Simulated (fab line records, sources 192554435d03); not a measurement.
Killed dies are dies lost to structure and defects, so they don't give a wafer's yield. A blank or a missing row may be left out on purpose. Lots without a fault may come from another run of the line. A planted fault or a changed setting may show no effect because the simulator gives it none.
A struck lot beside a sound one | flow n5_finfet | 23 steps out of a route of 1938
Sound: wafers L860.3, L860.4, L860.5. Struck: wafer L875.3. (L875.1, L875.5 of the same lot were not struck and are left out.) The cause comes at the end.
At each step with rows: each side's tool, then ch and its chambers, then its first start. Under that, the readings that differ: sound wafers | struck wafers | difference of the means | sigmas: that difference in standard deviations of wafers without a fault.
alike: readings whose means differ by less than 2 such deviations, and words and numbers that are the same on both sides. not compared: withheld readings, readings that some wafer has no value for, bounds like >300 that may hide the same value, and numbers for which the record gives no deviation and whose values overlap.
The two part at a step that has a row with sigmas, a row that says differs or no value, or rows on one side only. Numbers that don't overlap but have no deviation are shown without sigmas and don't part them. A reading that every wafer of one side lacks parts them only if that side has two wafers or more.

first, 4 steps without rows for these wafers: N5_STI_FIN_REVEAL_PRECLEAN_25 (cleans in SPM, time 90 s); N5_STI_FIN_REVEAL_PRECLEAN_26 (cleans in SC1, time 45 s); N5_STI_FIN_REVEAL_PRECLEAN_29 (cleans in DHF, time 30 s); N5_STI_FIN_REVEAL_SRD_12 (time 30 s).
N5_STI_FIN_REVEAL_RECESS_09: chemistry HF/NH3, target SiO2, afs cycles 11, target depth 42.5 nm, sublimation time 60 s.
  sound on vapor_etch-01 ch 0,1, day 2 16:36; struck on vapor_etch-01 ch 0, day 6 13:49
  alike: drypump_motor_current_A, temp_c
then, 2 steps without rows for these wafers: N5_STI_FIN_REVEAL_STRIP_16 (strips SiNx in H3PO4, target depth 23.8 nm); N5_STI_FIN_REVEAL_PRECLEAN_17 (cleans in NF3:NH3, afs cycles 1, time 20 s, sublimation time 60 s).
N5_STI_FIN_REVEAL_ETCH_34: etches Si in H2, material Si, target depth 0.97 nm.
  sound on rie_si-05 ch 1,2,3, day 2 18:10; struck on rie_si-03 ch 3, day 6 15:56
  alike: drypump_motor_current_A, oes_product_au, temp_c, throttle_valve_pct
  not compared: rf_hours_counter_h
N5_STI_FIN_REVEAL_OXIDATION_31: chemistry O2 PLASMA REMOTE, time 20 s.
  sound on plasma_asher-02 ch 0,1, day 2 18:14; struck on plasma_asher-02 ch 1, day 6 15:59
  alike: drypump_motor_current_A, heater_power_w, o2_flow_sccm, temp_c
  not compared: rf_hours_counter_h
then, 3 steps without rows for these wafers: N5_STI_FIN_REVEAL_PRECLEAN_32 (cleans in NF3:NH3, afs cycles 1, time 20 s, sublimation time 60 s); N5_STI_FIN_REVEAL_STRIP_35 (strips Si3N4 in H3PO4, target depth 4 nm, time 39 s); N5_STI_FIN_REVEAL_SRD_21 (time 30 s).
N5_STI_FIN_REVEAL_OXIDATION_33: chemistry O2 PLASMA REMOTE, time 20 s.
  sound on plasma_asher-01 ch 0,1, day 2 18:36; struck on plasma_asher-02 ch 0, day 6 16:20
  reading            | sound       | struck | difference | sigmas
  heater_power_w (W) | 128 139 143 | 169    | +32        | +2
  alike: drypump_motor_current_A, o2_flow_sccm, temp_c
  not compared: rf_hours_counter_h
then, 2 steps without rows for these wafers: N5_STI_FIN_REVEAL_CLEAN_19 (cleans in O3/DIW, time 120 s); N5_STI_FIN_REVEAL_SRD_23 (time 30 s).
N5_STI_FIN_REVEAL_CD_MEAS_22: target cd 6.238 nm, pitch 28 nm.
  sound on cd_sem-02, day 2 18:44; struck on cd_sem-03, day 6 16:30
  alike: cd_nm
N5_STI_FIN_REVEAL_FIN_H_MEAS_10:
  sound on ocd-01, day 2 18:46; struck on ocd-01, day 6 16:32
  alike: trench_depth_nm
then, 2 steps without rows for these wafers: N5_STI_FIN_REVEAL_PRECLEAN_18 (cleans in SC2, time 45 s); N5_STI_FIN_REVEAL_SRD_28 (time 30 s).
N5_STI_FIN_REVEAL_INSPECT_13: inspects for defects (darkfield).
  sound on defect_inspect-01, day 2 18:52; struck on defect_inspect-01, day 6 16:37
  reading          | sound  | struck | difference | sigmas
  raw_defect_count | 7 5 10 | 356    | +349       | +55
then, 1 step without rows for these wafers: N5_DUMMY_GATE_PRECLEAN_00 (cleans in O3/DIW, time 60 s).
-- the record jumps here: 6 days lie between the struck wafers' starts before and after (it left off in module DUMMY_GATE and takes up again in module BEOL_M4, whose first step shown is number 1111 of the route) --
N5_BEOL_M4_RC_MEAS_101:
  sound on prober-01 ch 0, day 8 08:31; struck on prober-01 ch 0, day 12 07:28
  reading        | sound          | struck | difference | sigmas
  IOFF_N (nA/um) | 0.22 0.21 0.21 | 0.15   | -0.06      | -2
  SS_P (mV/dec)  | 74.2 74.9 73.3 | 72.8   | -1.3       | -2
  VT_N (mV)      | 241 243 243    | 250    | +8         | +2
  alike: DIBL_N, DIBL_P, IOFF_P, ION_N, ION_P, SS_N, VT_P
-- the record jumps here: 5 days lie between the struck wafers' starts before and after (it left off in module BEOL_M4 and takes up again in module PASSIVATION, whose first step shown is number 1936 of the route) --
N5_PASSIVATION_PROBE_49:
  the record has rows for the struck wafers here (prober-02, day 16 20:45) and none for the sound ones

WHERE THEY PART
First at N5_STI_FIN_REVEAL_OXIDATION_33; last, within this record, at N5_PASSIVATION_PROBE_49.

WHY: what the simulator had put in
Chamber particle source: plasma_asher-02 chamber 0, from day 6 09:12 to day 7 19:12, at N5_STI_FIN_REVEAL_OXIDATION_33. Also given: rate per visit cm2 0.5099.
